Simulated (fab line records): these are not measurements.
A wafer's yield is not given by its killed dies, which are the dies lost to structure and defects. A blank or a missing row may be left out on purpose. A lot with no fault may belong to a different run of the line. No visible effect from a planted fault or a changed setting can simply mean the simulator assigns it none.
fab line records	flow n5_finfet
record lots=24	wafers=72	last_day=17
route steps=1938 shown BEOL_M4@1040 BEOL_M5@1114
lots that met no fault: from a run of the same line without faults
start_h: start of the lot's first displayed wafer, in hours after the record's first day	wait_h: hours from the lot's prior step to this one	" unchanged from the row above	L1.1+2: a single row standing in for several wafers	- value missing, or start not given	* or withheld: withheld	< > ~ a bound
route shown NAME@n: NAME is a module with steps in the file, n the number in the route of the first one	usual: mean and standard deviation over wafers with no fault	same: alike in all rows	chamber/n: place in a boat	sites: readings site by site	_std_site: their standard deviation	_edge_site: inner sites' mean taken away from outer sites' mean	radius_mm: how far each site lies from the wafer's centre	mask NAME#n: copy n	behind: the most recent tool/chamber to have shaped the wafer	hold: the reason the lot was held/the length of the hold in hours/how it ended	device: names the non-switching transistor (n, p or np)	end of line: the same wafers' tests at the end of the route	for a step that has no rows: nothing shown but its recipe	killed: at the first sort, the dies lost to defects and structure; wafer yield is something else	map: per-die view of a wafer (x killed, . not killed, _ where there is no die)
set.NAME: the setting as run; set.NAME@STEP: as run at that earlier step	model.NAME: the simulator's own value behind a step, which no gauge read
steps of the route over a sample of lots; a table a step, a row a wafer
services: from which hour (start_h, from the record's first day; less than 0 if before it) a tool's chamber was out of use, for how many hours, and why
## steps
# step N5_BEOL_M4_ETCH_64
# recipe chemistry=N2/H2	target=SOC	target_depth_a=750	overetch_a=225	mask_material=SiARC	temp_c=40	time_s=121.9	ion_energy_ev=200	pressure_mtorr=30	source_w=840	bias_w=150	n2_flow_sccm=200	h2_flow_sccm=200
# usual bias_w=149.9/0.46	drypump_motor_current_A=5.8/0.48	oes_product_au=0.59/0.055	rf_vpp_V=524.1/2.8	showerhead_plenum_p_Torr=2.56/0.096	throttle_valve_pct=17.70/0.28
lot.wafer	tool	chamber	start_h	wait_h	bias_w	drypump_motor_current_A	oes_product_au	rf_hours_counter_h	rf_vpp_V	showerhead_plenum_p_Torr	throttle_valve_pct
L074.3	rie_diel-05	3	171.51	0.0	150.5	5.3	0.55	187	524.5	2.54	17.98
L074.5	"	3	"	"	150.2	5.4	0.56	-	523.9	2.54	17.97
L074.6	"	2	"	"	150.2	6.3	0.54	-	523.7	2.53	17.99
L075.3	rie_diel-01	1	172.40	0.0	151.1	6.1	0.55	194	519.6	2.42	17.65
L075.4	"	3	"	"	150.6	5.1	0.62	-	527.3	2.70	17.61
L075.5	"	2	"	"	149.2	5.4	0.62	-	528.6	2.69	17.58
L076.2	rie_diel-05	1	172.86	0.0	148.7	6.2	0.54	240	524.1	2.50	17.98
L076.4	"	3	"	"	149.5	5.3	0.56	187	523.3	2.54	17.98
L076.5	"	0	"	"	149.5	5.2	0.54	-	525.0	2.62	17.94
L077.1	rie_diel-05	1	180.85	0.0	149.3	6.1	0.54	243	521.1	2.50	17.99
L077.3	"	2	"	"	149.9	6.3	0.54	196	522.0	2.53	18.01
L077.5	"	3	"	"	149.9	5.4	0.55	-	521.8	2.54	18.01
L078.4	rie_diel-05	2	184.49	0.0	150.4	6.3	0.54	198	523.4	2.53	18.00
L078.5	"	1	"	"	149.6	6.2	0.53	-	521.8	2.50	17.98
L078.6	"	2	"	"	149.9	6.3	0.54	-	523.5	2.53	17.99
L079.2	rie_diel-03	0	184.68	0.0	150.0	6.3	0.68	29	522.3	2.48	17.56
L079.3	"	1	"	"	150.0	5.7	0.60	103	527.7	2.66	17.32
L079.6	"	2	"	"	150.0	6.6	0.54	-	525.2	2.62	18.22
L080.2	rie_diel-03	1	201.07	0.0	150.2	5.6	0.60	108	527.1	2.66	17.35
L080.3	"	0	"	"	150.6	6.3	0.67	34	522.6	2.48	17.56
L080.5	"	0	"	"	149.9	6.3	0.67	-	523.3	2.48	17.57
L081.1	rie_diel-01	0	202.77	0.0	149.1	5.5	0.72	6	525.7	2.61	17.18
L081.3	"	1	"	"	150.2	6.1	0.55	205	519.6	2.42	17.67
L081.6	"	1	"	"	149.7	6.1	0.55	-	518.8	2.42	17.67
L082.1	rie_diel-01	0	219.81	0.0	149.8	5.5	0.71	10	523.5	2.60	17.20
L082.4	"	2	"	"	150.7	5.4	0.62	88	528.0	2.68	17.61
L082.6	"	3	"	"	150.3	5.1	0.61	-	527.6	2.69	17.65
L083.1	rie_diel-05	2	220.73	0.0	150.3	6.3	0.53	211	521.8	2.52	18.03
L083.3	"	0	"	"	149.6	5.2	0.53	237	525.5	2.61	17.96
L083.4	"	3	"	"	149.5	5.3	0.54	207	523.2	2.53	18.01
L084.2	rie_diel-01	1	231.30	0.0	149.6	6.1	0.54	216	520.9	2.41	17.68
L084.5	"	0	"	"	150.5	5.5	0.70	-	524.5	2.60	17.19
L084.6	"	3	"	"	150.3	5.1	0.60	-	526.8	2.69	17.65
L085.3	rie_diel-01	1	231.54	0.0	150.1	6.1	0.54	216	519.7	2.41	17.68
L085.4	"	0	"	"	150.7	5.5	0.71	13	523.1	2.60	17.20
L085.6	"	0	"	"	150.4	5.5	0.70	-	526.2	2.60	17.20
L087.2	rie_diel-01	3	234.36	0.0	149.8	5.1	0.60	82	528.1	2.69	17.65
L087.3	"	2	"	"	150.1	5.4	0.60	93	528.0	2.68	17.61
L087.6	"	2	"	"	150.5	5.4	0.61	-	527.1	2.68	17.60
L086.2	rie_diel-03	2	238.77	0.0	150.5	6.6	0.53	227	525.9	2.62	18.25
L086.4	"	0	"	"	149.6	6.3	0.65	48	521.4	2.47	17.60
L086.5	"	0	"	"	150.6	6.3	0.65	-	522.0	2.47	17.60
L088.4	rie_diel-05	3	244.27	0.0	149.7	5.4	0.54	213	523.1	2.53	18.04
L088.5	"	2	"	"	149.6	6.3	0.53	-	522.7	2.52	18.04
L088.6	"	1	"	"	149.1	6.1	0.72	-	523.0	2.50	17.61
L089.1	rie_diel-03	3	244.35	0.0	149.5	6.3	0.58	150	520.1	2.43	17.65
L089.3	"	0	"	"	150.2	6.3	0.66	50	522.2	2.47	17.62
L089.4	"	2	"	"	150.2	6.6	0.53	229	524.6	2.62	18.25
L090.1	rie_diel-03	0	252.22	0.0	149.6	6.3	0.66	53	520.9	2.47	17.62
L090.2	"	3	"	"	149.7	6.3	0.58	153	519.9	2.43	17.65
L090.6	"	0	"	"	149.6	6.3	0.65	-	521.6	2.47	17.60
L092.2	rie_diel-01	3	262.91	0.0	150.6	5.1	0.60	93	528.5	2.68	17.68
L092.3	"	0	"	"	149.8	5.5	0.69	25	525.4	2.60	17.22
L092.6	"	0	"	"	149.4	5.5	0.68	-	527.2	2.60	17.23
L091.1	rie_diel-01	0	273.68	0.0	149.8	5.5	0.69	29	524.6	2.60	17.22
L091.2	"	3	"	"	149.5	5.1	0.59	98	528.4	2.68	17.69
L091.3	"	1	"	"	150.5	6.1	0.53	228	519.6	2.41	17.73
L093.1	rie_diel-03	2	276.86	0.0	150.5	6.6	0.53	241	526.4	2.61	18.28
L093.2	"	3	"	"	149.3	6.3	0.57	162	519.7	2.43	17.66
L093.6	"	0	"	"	150.5	6.3	0.66	-	521.7	2.47	17.61
L094.1	rie_diel-01	0	284.66	0.0	151.0	5.5	0.68	32	525.0	2.59	17.22
L094.2	"	2	"	"	150.4	5.4	0.59	111	527.6	2.67	17.64
L094.6	"	2	"	"	150.4	5.4	0.60	-	529.3	2.67	17.64
L095.2	rie_diel-03	2	285.73	0.0	149.6	6.6	0.52	245	524.6	2.61	18.29
L095.3	"	3	"	"	149.9	6.3	0.57	165	520.8	2.42	17.67
L095.5	"	2	"	"	148.9	6.6	0.52	-	524.7	2.61	18.29
L096.2	rie_diel-03	1	291.70	0.0	149.6	5.7	0.58	140	527.6	2.65	17.40
L096.5	"	0	"	"	149.9	6.3	0.63	-	521.9	2.47	17.62
L096.6	"	1	"	"	149.6	5.7	0.58	-	527.1	2.65	17.39
L097.4	rie_diel-03	1	299.65	0.0	149.6	5.7	0.58	143	527.1	2.64	17.38
L097.5	"	0	"	"	150.5	6.3	0.64	-	521.3	2.46	17.63
L097.6	"	1	"	"	150.7	5.7	0.58	-	527.3	2.64	17.41
# step N5_BEOL_M4_CD_MEAS_28
# recipe target_cd_nm=26.2	landing_energy_ev=500	detector=se_inlens	target_cd_y_nm=24.1	polarity=opening
# usual cd_nm=26.19/0.25
lot.wafer	tool	chamber	start_h	wait_h	cd_nm
L074.3	cd_sem-02	0	172.38	-	26.06
L074.5	"	0	"	"	26.21
L074.6	"	0	"	"	26.64
L075.3	cd_sem-02	0	173.13	-	26.34
L075.4	"	0	"	"	26.09
L075.5	"	0	"	"	25.65
L076.2	cd_sem-02	0	173.66	-	26.11
L076.4	"	0	"	"	26.29
L076.5	"	0	"	"	26.70
L077.1	cd_sem-01	0	181.53	-	26.00
L077.3	"	0	"	"	26.54
L077.5	"	0	"	"	26.08
L078.4	cd_sem-03	0	185.30	-	26.54
L078.5	"	0	"	"	26.02
L078.6	"	0	"	"	25.83
L079.2	cd_sem-02	0	185.48	-	26.73
L079.3	"	0	"	"	25.75
L079.6	"	0	"	"	26.28
L080.2	cd_sem-02	0	201.98	-	26.09
L080.3	"	0	"	"	26.03
L080.5	"	0	"	"	26.16
L081.1	cd_sem-01	0	203.57	-	25.98
L081.3	"	0	"	"	26.32
L081.6	"	0	"	"	25.70
L082.1	cd_sem-03	0	220.61	-	26.13
L082.4	"	0	"	"	26.30
L082.6	"	0	"	"	26.49
L083.1	cd_sem-02	0	221.53	-	26.34
L083.3	"	0	"	"	26.26
L083.4	"	0	"	"	26.50
L084.2	cd_sem-03	0	232.20	-	26.30
L084.5	"	0	"	"	26.20
L084.6	"	0	"	"	26.20
L085.3	cd_sem-02	0	232.26	-	26.32
L085.4	"	0	"	"	26.10
L085.6	"	0	"	"	25.99
L087.2	cd_sem-01	0	235.03	-	26.20
L087.3	"	0	"	"	26.02
L087.6	"	0	"	"	25.88
L086.2	cd_sem-01	0	239.59	-	26.23
L086.4	"	0	"	"	26.33
L086.5	"	0	"	"	26.07
L088.4	cd_sem-03	0	244.95	-	25.92
L088.5	"	0	"	"	25.96
L088.6	"	0	"	"	26.11
L089.1	cd_sem-01	0	245.03	-	26.25
L089.3	"	0	"	"	25.93
L089.4	"	0	"	"	26.38
L090.1	cd_sem-01	0	253.08	-	26.27
L090.2	"	0	"	"	25.22
L090.6	"	0	"	"	26.04
L092.2	cd_sem-01	0	263.78	-	26.72
L092.3	"	0	"	"	26.23
L092.6	"	0	"	"	26.32
L091.1	cd_sem-01	0	274.55	-	26.46
L091.2	"	0	"	"	26.31
L091.3	"	0	"	"	26.34
L093.1	cd_sem-03	0	277.53	-	26.42
L093.2	"	0	"	"	26.26
L093.6	"	0	"	"	26.64
L094.1	cd_sem-03	0	285.35	-	26.15
L094.2	"	0	"	"	26.06
L094.6	"	0	"	"	26.35
L095.2	cd_sem-02	0	286.56	-	26.29
L095.3	"	0	"	"	26.41
L095.5	"	0	"	"	25.95
L096.2	cd_sem-01	0	292.52	-	26.29
L096.5	"	0	"	"	26.04
L096.6	"	0	"	"	26.20
L097.4	cd_sem-03	0	300.45	-	26.31
L097.5	"	0	"	"	26.50
L097.6	"	0	"	"	26.03
# step N5_BEOL_M4_CD_MEAS_35
# recipe target_cd_nm=18	target_cd_y_nm=22.4	polarity=opening
# usual cd_nm=18.04/0.29
lot.wafer	tool	chamber	start_h	wait_h	cd_nm
L075.3	cd_sem-02	-	179.70	0.0	18.45
L075.4	"	-	"	"	18.29
L075.5	"	-	"	"	17.86
L074.3	cd_sem-03	-	179.75	0.0	17.90
L074.5	"	-	"	"	18.34
L074.6	"	-	"	"	17.79
L076.2	cd_sem-02	-	183.02	0.0	17.94
L076.4	"	-	"	"	18.62
L076.5	"	-	"	"	17.97
L077.1	cd_sem-01	-	184.06	0.0	17.93
L077.3	"	-	"	"	17.98
L077.5	"	-	"	"	18.12
L078.4	cd_sem-02	-	187.19	0.0	17.90
L078.5	"	-	"	"	18.38
L078.6	"	-	"	"	17.49
L079.2	cd_sem-02	-	187.29	0.0	18.04
L079.3	"	-	"	"	18.12
L079.6	"	-	"	"	17.94
L080.2	cd_sem-02	-	206.19	0.0	18.53
L080.3	"	-	"	"	18.18
L080.5	"	-	"	"	18.17
L081.1	cd_sem-02	-	207.59	0.0	18.36
L081.3	"	-	"	"	17.89
L081.6	"	-	"	"	18.27
L082.1	cd_sem-01	-	223.14	0.0	17.90
L082.4	"	-	"	"	18.44
L082.6	"	-	"	"	18.38
L083.1	cd_sem-02	-	227.96	0.0	17.90
L083.3	"	-	"	"	17.61
L083.4	"	-	"	"	17.93
L084.2	cd_sem-01	-	233.86	0.0	17.81
L084.5	"	-	"	"	18.11
L084.6	"	-	"	"	18.13
L085.3	cd_sem-01	-	234.28	0.0	17.72
L085.4	"	-	"	"	19.03
L085.6	"	-	"	"	18.18
L087.2	cd_sem-03	-	243.72	0.0	18.06
L087.3	"	-	"	"	18.14
L087.6	"	-	"	"	18.20
L088.4	cd_sem-03	-	247.09	0.0	17.79
L088.5	"	-	"	"	17.84
L088.6	"	-	"	"	17.75
L089.1	cd_sem-01	-	251.80	0.0	17.92
L089.3	"	-	"	"	18.16
L089.4	"	-	"	"	18.43
L086.2	cd_sem-03	-	252.12	0.0	17.68
L086.4	"	-	"	"	17.63
L086.5	"	-	"	"	17.85
L090.1	cd_sem-01	-	258.56	0.0	18.25
L090.2	"	-	"	"	18.01
L090.6	"	-	"	"	18.31
L092.2	cd_sem-03	-	268.65	0.0	18.24
L092.3	"	-	"	"	17.71
L092.6	"	-	"	"	17.96
L091.1	cd_sem-01	-	276.29	0.0	17.84
L091.2	"	-	"	"	17.91
L091.3	"	-	"	"	18.08
L093.1	cd_sem-03	-	280.07	0.0	17.59
L093.2	"	-	"	"	17.84
L093.6	"	-	"	"	17.78
L094.1	cd_sem-02	-	289.83	0.0	18.35
L094.2	"	-	"	"	18.32
L094.6	"	-	"	"	18.49
L095.2	cd_sem-02	-	290.26	0.0	17.71
L095.3	"	-	"	"	18.45
L095.5	"	-	"	"	18.00
L096.2	cd_sem-01	-	298.58	0.0	18.17
L096.5	"	-	"	"	17.68
L096.6	"	-	"	"	18.41
L097.4	cd_sem-03	-	302.47	0.0	17.83
L097.5	"	-	"	"	18.11
L097.6	"	-	"	"	18.18
# step N5_BEOL_M4_SPUTTER_48
# recipe material=Cu	target_thk_a=45	temp_c=-20	chamber_pressure_pa=0.07	power_w=withheld	time_s=8.29
# usual substrate_temp_c=-20.03/0.11	throttle_valve_pct=30.5/0.78
lot.wafer	tool	chamber	start_h	wait_h	substrate_temp_c	throttle_valve_pct
L075.3	pvd_sputter-02	-	180.66	0.1	-19.94	30.1
L075.4	"	-	"	"	-19.78	30.3
L075.5	"	-	"	"	-20.13	29.8
L074.3	pvd_sputter-01	-	182.18	1.6	-20.12	29.5
L074.5	"	-	"	"	-19.99	29.6
L074.6	"	-	"	"	-19.95	29.8
L076.2	pvd_sputter-02	-	183.78	0.1	-19.87	29.1
L076.4	"	-	"	"	-19.98	30.9
L076.5	"	-	"	"	-20.06	30.3
L077.1	pvd_sputter-03	-	186.27	0.1	-20.24	31.6
L077.3	"	-	"	"	-19.91	31.7
L077.5	"	-	"	"	-20.03	31.5
L078.4	pvd_sputter-03	-	188.32	0.0	-19.94	30.4
L078.5	"	-	"	"	-19.94	30.5
L078.6	"	-	"	"	-20.14	31.9
L079.2	pvd_sputter-02	-	188.47	0.1	-20.17	30.9
L079.3	"	-	"	"	-20.09	29.1
L079.6	"	-	"	"	-20.06	29.1
L080.2	pvd_sputter-01	-	206.95	0.1	-20.17	30.8
L080.3	"	-	"	"	-19.64	29.6
L080.5	"	-	"	"	-19.95	31.1
L081.1	pvd_sputter-02	-	209.75	0.1	-20.11	29.9
L081.3	"	-	"	"	-20.08	29.2
L081.6	"	-	"	"	-20.16	30.2
L082.1	pvd_sputter-02	-	223.99	0.1	-20.06	31.1
L082.4	"	-	"	"	-19.87	29.6
L082.6	"	-	"	"	-20.08	29.7
L083.1	pvd_sputter-03	-	228.71	0.1	-20.20	31.9
L083.3	"	-	"	"	-19.99	31.3
L083.4	"	-	"	"	-20.17	31.3
L084.2	pvd_sputter-03	-	235.24	0.1	-20.09	31.1
L084.5	"	-	"	"	-20.04	30.5
L084.6	"	-	"	"	-19.95	31.3
L085.3	pvd_sputter-03	-	237.16	1.7	-20.07	30.3
L085.4	"	-	"	"	-20.01	31.2
L085.6	"	-	"	"	-20.17	31.8
L087.2	pvd_sputter-03	-	244.70	0.1	-20.12	31.6
L087.3	"	-	"	"	-20.06	31.2
L087.6	"	-	"	"	-20.11	30.8
L088.4	pvd_sputter-01	-	250.06	1.8	-20.07	29.5
L088.5	"	-	"	"	-20.17	29.7
L088.6	"	-	"	"	-19.73	29.5
L089.1	pvd_sputter-03	-	252.83	0.2	-19.87	31.8
L089.3	"	-	"	"	-19.98	31.1
L089.4	"	-	"	"	-20.07	30.5
L086.2	pvd_sputter-02	-	253.27	0.1	-19.92	30.6
L086.4	"	-	"	"	-20.02	30.8
L086.5	"	-	"	"	-19.95	31.0
L090.1	pvd_sputter-01	-	259.89	0.1	-19.85	30.5
L090.2	"	-	"	"	-19.91	29.5
L090.6	"	-	"	"	-19.98	30.7
L092.2	pvd_sputter-02	-	271.44	1.8	-19.95	29.1
L092.3	"	-	"	"	-19.89	29.6
L092.6	"	-	"	"	-20.03	29.7
L091.1	pvd_sputter-01	-	277.11	0.1	-19.98	30.5
L091.2	"	-	"	"	-20.02	29.8
L091.3	"	-	"	"	-20.21	29.5
L093.1	pvd_sputter-03	-	282.10	0.9	-20.04	31.4
L093.2	"	-	"	"	-20.11	31.1
L093.6	"	-	"	"	-20.08	31.8
L094.1	pvd_sputter-03	-	290.79	0.1	-19.93	31.2
L094.2	"	-	"	"	-20.02	31.8
L094.6	"	-	"	"	-20.22	30.4
L095.2	pvd_sputter-01	-	291.20	0.2	-20.02	30.6
L095.3	"	-	"	"	-20.07	29.7
L095.5	"	-	"	"	-19.95	30.1
L096.2	pvd_sputter-02	-	299.77	0.1	-20.18	30.6
L096.5	"	-	"	"	-20.16	30.6
L096.6	"	-	"	"	-20.05	30.0
L097.4	pvd_sputter-03	-	304.29	0.1	-20.01	30.7
L097.5	"	-	"	"	-20.01	30.4
L097.6	"	-	"	"	-20.14	31.8
# step N5_BEOL_M5_THK_MEAS_01
# recipe reads=SiCOH_lowk_of_BEOL_M5_ILD_DEP_00
# usual M5_ILD_THK=120.9/1.5
lot.wafer	tool	chamber	start_h	wait_h	M5_ILD_THK[nm]
L075.3	film_metro-02	-	185.09	0.3	120.9
L075.4	"	-	"	"	120.3
L075.5	"	-	"	"	120.8
L074.3	film_metro-01	-	186.68	0.3	119.2
L074.5	"	-	"	"	121.2
L074.6	"	-	"	"	120.7
L076.2	film_metro-02	-	188.18	0.4	120.9
L076.4	"	-	"	"	122.4
L076.5	"	-	"	"	122.8
L077.1	film_metro-01	-	191.14	0.8	118.3
L077.3	"	-	"	"	117.9
L077.5	"	-	"	"	119.7
L078.4	film_metro-01	-	193.19	0.4	122.3
L078.5	"	-	"	"	123.6
L078.6	"	-	"	"	123.8
L079.2	film_metro-01	-	193.55	0.4	120.2
L079.3	"	-	"	"	118.7
L079.6	"	-	"	"	122.2
L080.2	film_metro-02	-	211.35	0.4	122.7
L080.3	"	-	"	"	120.5
L080.5	"	-	"	"	122.5
L081.1	film_metro-01	-	214.68	0.8	119.8
L081.3	"	-	"	"	120.0
L081.6	"	-	"	"	122.1
L082.1	film_metro-02	-	228.41	0.4	119.0
L082.4	"	-	"	"	121.7
L082.6	"	-	"	"	121.5
L083.1	film_metro-01	-	233.77	0.4	120.2
L083.3	"	-	"	"	120.8
L083.4	"	-	"	"	122.3
L084.2	film_metro-02	-	239.63	0.4	119.0
L084.5	"	-	"	"	122.4
L084.6	"	-	"	"	122.2
L085.3	film_metro-01	-	241.55	0.3	117.2
L085.4	"	-	"	"	120.8
L085.6	"	-	"	"	121.4
L087.2	film_metro-01	-	249.15	0.4	121.0
L087.3	"	-	"	"	120.8
L087.6	"	-	"	"	122.4
L088.4	film_metro-01	-	254.64	0.2	124.1
L088.5	"	-	"	"	120.4
L088.6	"	-	"	"	121.4
L089.1	film_metro-01	-	257.26	0.4	120.8
L089.3	"	-	"	"	119.3
L089.4	"	-	"	"	121.8
L086.2	film_metro-02	-	258.32	0.4	120.6
L086.4	"	-	"	"	121.7
L086.5	"	-	"	"	121.4
L090.1	film_metro-01	-	264.32	0.4	121.1
L090.2	"	-	"	"	118.4
L090.6	"	-	"	"	122.2
L092.2	film_metro-02	-	276.35	0.7	120.6
L092.3	"	-	"	"	120.7
L092.6	"	-	"	"	121.9
L091.1	film_metro-01	-	281.51	0.4	118.3
L091.2	"	-	"	"	120.1
L091.3	"	-	"	"	119.1
L093.1	film_metro-01	-	286.50	0.4	117.8
L093.2	"	-	"	"	118.8
L093.6	"	-	"	"	121.0
L094.1	film_metro-02	-	295.18	0.4	119.0
L094.2	"	-	"	"	118.1
L094.6	"	-	"	"	120.7
L095.2	film_metro-01	-	295.63	0.4	120.1
L095.3	"	-	"	"	121.5
L095.5	"	-	"	"	121.8
L096.2	film_metro-01	-	304.17	0.4	121.5
L096.5	"	-	"	"	121.9
L096.6	"	-	"	"	122.4
L097.4	film_metro-02	-	310.18	0.7	122.1
L097.5	"	-	"	"	123.6
L097.6	"	-	"	"	122.3
# step N5_BEOL_M5_PECVD_70
# recipe material=SiO2	target_thk_a=160	temp_c=400	precursor=TEOS/O2	pressure_torr=5.5	rf_w=450	teos_flow_sccm=53.8	gas=O2	flow_sccm=3000	time_s=18
# usual heater_power_w=797/130	showerhead_plenum_p_Torr=8.77/0.066	throttle_valve_pct=22.0/1.2
lot.wafer	tool	chamber	start_h	wait_h	heater_power_w	showerhead_plenum_p_Torr	since_wet_clean_h	throttle_valve_pct
L075.3	pecvd-03	2	185.14	0.1	688	8.83	-	21.2
L075.4	"	1	"	"	600	8.70	-	21.0
L075.5	"	1	"	"	597	8.73	-	21.2
L074.3	pecvd-02	2	186.71	0.0	949	8.77	318	21.2
L074.5	"	1	"	"	743	8.74	-	20.3
L074.6	"	2	"	"	956	8.76	-	21.2
L076.2	pecvd-02	0	188.22	0.0	889	8.70	1073	23.3
L076.4	"	0	"	"	870	8.68	-	23.5
L076.5	"	2	"	"	951	8.76	-	21.1
L077.1	pecvd-03	0	191.18	0.0	730	8.89	1258	23.5
L077.3	"	1	"	"	682	8.72	1983	20.9
L077.5	"	2	"	"	784	8.81	-	21.0
L078.4	pecvd-04	1	193.25	0.1	829	8.77	-	23.9
L078.5	"	2	"	"	708	8.88	-	22.6
L078.6	"	0	"	"	633	8.79	-	22.0
L079.2	pecvd-04	2	193.59	0.0	666	8.87	2166	22.5
L079.3	"	1	"	"	879	8.78	1441	24.0
L079.6	"	2	"	"	667	8.89	-	22.4
L080.2	pecvd-03	2	211.39	0.0	701	8.83	510	21.2
L080.3	"	1	"	"	682	8.70	2003	21.2
L080.5	"	1	"	"	699	8.73	-	21.0
L081.1	pecvd-02	0	214.72	0.0	890	8.68	1100	23.3
L081.3	"	2	"	"	934	8.74	346	21.2
L081.6	"	2	"	"	921	8.76	-	20.9
L082.1	pecvd-03	1	228.44	0.0	612	8.70	2020	21.0
L082.4	"	1	"	"	595	8.71	-	21.0
L082.6	"	2	"	"	801	8.84	-	21.2
L083.1	pecvd-02	0	233.80	0.0	1039	8.68	1119	23.5
L083.3	"	1	"	"	910	8.73	1844	20.5
L083.4	"	1	"	"	711	8.75	-	20.8
L084.2	pecvd-04	0	239.67	0.0	579	8.79	762	22.0
L084.5	"	0	"	"	570	8.78	-	22.3
L084.6	"	2	"	"	797	8.86	-	21.0
L085.3	pecvd-04	2	241.59	0.0	688	8.88	10	21.1
L085.4	"	1	"	"	754	8.78	-	24.1
L085.6	"	0	"	"	639	8.80	-	22.2
L087.2	pecvd-04	2	249.19	0.0	757	8.87	18	20.6
L087.3	"	0	"	"	632	8.79	772	22.0
L087.6	"	0	"	"	630	8.78	-	22.3
L088.4	pecvd-02	2	254.69	0.1	892	8.78	-	21.4
L088.5	"	1	"	"	804	8.76	-	20.7
L088.6	"	0	"	"	1052	8.67	-	23.5
L089.1	pecvd-04	1	257.30	0.0	791	8.77	1505	24.2
L089.3	"	0	"	"	572	8.83	780	22.3
L089.4	"	1	"	"	784	8.78	-	24.2
L086.2	pecvd-03	1	258.35	0.0	698	8.72	2050	21.1
L086.4	"	0	"	"	743	8.89	-	23.4
L086.5	"	1	"	"	676	8.72	-	21.0
L090.1	pecvd-02	0	264.36	0.0	1019	8.70	1149	23.6
L090.2	"	1	"	"	783	8.74	1874	20.8
L090.6	"	0	"	"	1029	8.68	-	23.5
L092.2	pecvd-03	1	276.38	0.0	672	8.73	2068	21.3
L092.3	"	0	"	"	855	8.86	1343	23.4
L092.6	"	1	"	"	697	8.72	-	21.2
L091.1	pecvd-02	0	281.55	0.0	947	8.70	1167	23.5
L091.2	"	1	"	"	797	8.74	1892	20.7
L091.3	"	2	"	"	903	8.75	413	21.1
L093.1	pecvd-02	1	286.53	0.0	817	8.73	1897	21.0
L093.2	"	0	"	"	1061	8.69	1172	23.7
L093.6	"	2	"	"	973	8.80	-	21.2
L094.1	pecvd-02	0	295.22	0.0	1047	8.71	1180	23.3
L094.2	"	1	"	"	851	8.74	1905	20.5
L094.6	"	1	"	"	855	8.73	-	20.4
L095.2	pecvd-03	2	295.66	0.0	758	8.82	594	21.2
L095.3	"	0	"	"	732	8.86	1362	23.4
L095.5	"	1	"	"	607	8.70	-	21.2
L096.2	pecvd-04	0	304.21	0.0	663	8.84	827	22.7
L096.5	"	1	"	"	827	8.79	-	24.1
L096.6	"	0	"	"	681	8.77	-	22.0
L097.4	pecvd-02	1	310.23	0.1	831	8.71	-	20.7
L097.5	"	2	"	"	957	8.77	-	21.3
L097.6	"	0	"	"	996	8.67	-	23.4
## services
tool	chamber	start_h	hours	kind
pecvd-04	2	148.56	7.2	repair
rie_diel-01	0	162.56	-	clean
rie_diel-01	0	162.56	-	consumable_replace:esc
rie_diel-01	0	162.56	-	consumable_replace:focus_ring
rie_diel-01	0	162.56	21.0	scheduled_down
rie_diel-01	0	162.56	21.0	vent_cycle
pecvd-03	0	176.21	9.7	repair
pecvd-02	0	177.37	5.5	scheduled_down
rie_diel-05	1	202.25	-	clean
pecvd-04	2	202.38	-	clean
pecvd-04	2	202.38	-	consumable_replace:showerhead
pecvd-04	2	202.38	29.0	scheduled_down
pecvd-04	2	202.38	29.0	vent_cycle
rie_diel-01	0	225.59	5.0	repair
pecvd-03	1	232.91	4.1	repair
pecvd-04	1	243.10	2.1	scheduled_down
rie_diel-01	1	246.01	6.7	repair
pecvd-02	2	255.39	13.3	repair
pecvd-02	-	284.87	1.5	repair
pecvd-04	0	290.32	5.5	scheduled_down
pecvd-03	-	292.21	0.6	repair
rie_diel-01	1	300.08	2.1	repair
rie_diel-03	-	306.71	2.8	pm
pecvd-04	0	306.89	23.2	repair
## key
fault none
